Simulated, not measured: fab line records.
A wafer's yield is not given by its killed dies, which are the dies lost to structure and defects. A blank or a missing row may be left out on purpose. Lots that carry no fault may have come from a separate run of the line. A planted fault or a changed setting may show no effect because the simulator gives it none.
Matching of chambers | flow n5 finfet | cmp-04 running N5_BEOL_M9_CMP_52: 4 sister chambers
The step polishes, stops on SiCOH lowk, t overpolish 7 s, target thk 140 nm. 20 wafers are shown with their chamber, then 10 later ones without.

WAFERS PAIRED WITH THEIR CHAMBERS
wafer  | chamber | motor current A (A) | time to endpoint s (s) | barrier field endpoint s (s)
L075.2 | 3       | 5.8                 | 66                     | 29.4
L075.4 | 2       | 6.3                 | 58                     | 27.5
L075.6 | 0       | 5.9                 | 67                     | 28.6
L080.1 | 1       | 6.2                 | 82                     | 31.7
L080.3 | 2       | 6.7                 | 67                     | 28.7
L080.5 | 1       | 6.4                 | 81                     | 31.7
L082.1 | 1       | 6.4                 | 78                     | 31.3
L082.2 | 3       | 5.9                 | 65                     | 29.2
L082.6 | 2       | 6.5                 | 63                     | 29.0
L083.3 | 2       | 6.5                 | 66                     | 28.3
L083.5 | 0       | 6.0                 | 68                     | 28.5
L083.6 | 3       | 6.0                 | 72                     | 30.3
L084.2 | 1       | 6.2                 | 75                     | 31.8
L084.3 | 3       | 6.1                 | 66                     | 30.1
L084.6 | 0       | 6.0                 | 66                     | 30.2
L086.1 | 1       | 6.3                 | 75                     | 30.4
L086.2 | 2       | 6.5                 | 62                     | 28.6
L086.5 | 2       | 6.4                 | 61                     | 29.1
L090.2 | 1       | 6.7                 | 72                     | 29.6
L090.5 | 1       | 6.4                 | 72                     | 29.9

SIGNATURES (means of the wafers above)
reading                  | chamber 0 | chamber 1 | chamber 2 | chamber 3 | scatter within a chamber
motor current A          | 5.967     | 6.371     | 6.483     | 5.950     | 0.141
time to endpoint s       | 67.00     | 76.43     | 62.83     | 67.25     | 3.4
barrier field endpoint s | 29.100    | 30.914    | 28.533    | 29.750    | 0.773
Rule: for each reading, subtract the chamber's mean from the wafer's reading, divide by that reading's scatter and square the result; add these up over the readings and take the root, which gives the wafer's distance from the chamber. The wafer belongs to the nearest chamber; if the next one is less than 2 further off, it can't be placed. The scatter is the square root of a quotient: the sum, over the shown wafers, of each reading's squared deviation from its chamber's mean, divided by wafers minus chambers.

WAFERS MISSING THEIR CHAMBER
wafer  | motor current A (A) | time to endpoint s (s) | barrier field endpoint s (s)
L090.6 | 6.4                 | 58                     | 27.5
L093.3 | 6.4                 | 55                     | 26.9
L093.5 | 5.8                 | 65                     | 28.4
L093.6 | 6.7                 | 58                     | 27.3
L094.1 | 6.7                 | 62                     | 27.7
L094.3 | 6.0                 | 68                     | 29.0
L094.5 | 6.0                 | 65                     | 28.7
L095.3 | 6.4                 | 71                     | 29.3
L095.4 | 5.7                 | 68                     | 29.7
L095.5 | 6.4                 | 71                     | 31.2

WHICH CHAMBER EACH ONE RAN IN
wafer  | from the rows above               | in truth
L090.6 | 2                                 | 2
L093.3 | 2                                 | 2
L093.5 | can't be placed: 0 or 3           | 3
L093.6 | 2                                 | 2
L094.1 | 2                                 | 2
L094.3 | can't be placed: 0 or 3           | 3
L094.5 | can't be placed: 0 or 3           | 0
L095.3 | can't be placed: 1 or 2 or 0 or 3 | 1
L095.4 | can't be placed: 3 or 0           | 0
L095.5 | 1                                 | 1
Correct placement for 5 of the 10. Cannot be placed on the basis of these rows: 5; the candidates contain the true chamber in 5. Number placed wrongly: 0.
